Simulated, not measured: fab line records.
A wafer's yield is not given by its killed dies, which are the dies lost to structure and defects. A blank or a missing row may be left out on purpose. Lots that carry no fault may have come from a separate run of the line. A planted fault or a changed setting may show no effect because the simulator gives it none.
Check of tool commonality	flow nand_harc	1 lot, 3 wafers sampled

## WHY THIS WAS OPENED
At NHARC_END_SORT_01 the reading killed_at_periphery is flagged on 1 of 1 lot. Fault-free wafers read 4, with a standard deviation of 3.1.
Rule: a lot is flagged when every wafer of it that has a number lies more than 4 standard deviations from that mean, or none has a number. The other lots count as sound.

lot	measured	on	killed_at_periphery, wafer by wafer	flag
L327	day 30 07:50	prober-01	596 605 577	FLAGGED
Flagged lots average 593: +589 relative to the usual, that is +99 or more standard deviations.

## WHICH TOOL EACH LOT WENT THROUGH
Before the reading, the record contains 3 process steps out of a 1302-step route. Cell contents, in order: the tool; ch with the chambers the sampled wafers went through; the start.
lot	flag	NHARC_P_ZERO_WELL_EXPOSE_34	NHARC_P_GATE_ETCH_114	NHARC_P_GATE_STRIP_75
L327	FLAGGED	krf_scanner-01 ch 0, day 7 19:43	no row	no row
What is done by these steps:
- NHARC_P_ZERO_WELL_EXPOSE_34: exposes mask P PWELL, target cd 720 nm.
- NHARC_P_GATE_ETCH_114: etches the open film in CF4/O2, target depth 30 nm, overetch 3 nm, time 16.5 s.
- NHARC_P_GATE_STRIP_75: strips in O2.
- NHARC_END_SORT_01

## FLAGGED AGAINST TOTAL, ONE TOOL AT A TIME (gauges that did the reading follow at the end)
step	tool	lots run	flagged	share of the flagged lots	sound lots run after its first flagged lot
NHARC_P_ZERO_WELL_EXPOSE_34	krf_scanner-01	1	1	all	0
NHARC_END_SORT_01	prober-01	1	1	all	0

## WHAT IS ALLOWED BY THE TABLE
2 rows of the table ran every flagged lot: krf_scanner-01 at NHARC_P_ZERO_WELL_EXPOSE_34, prober-01 at NHARC_END_SORT_01.
- krf_scanner-01 at NHARC_P_ZERO_WELL_EXPOSE_34: 1 of its 1 lot flagged. No sound lot ran on it before its first flagged lot in this sample; the start therefore can't be narrowed down.
- prober-01 at NHARC_END_SORT_01: 1 of its 1 lot flagged. No sound lot ran on it before its first flagged lot in this sample; the start therefore can't be narrowed down.
Counting lots can't tell these 2 tools apart, because each fits a fault that began at some hour. More lots, or a look at what each step does to the wafer, might.

## WHAT THE SIMULATOR PUT IN
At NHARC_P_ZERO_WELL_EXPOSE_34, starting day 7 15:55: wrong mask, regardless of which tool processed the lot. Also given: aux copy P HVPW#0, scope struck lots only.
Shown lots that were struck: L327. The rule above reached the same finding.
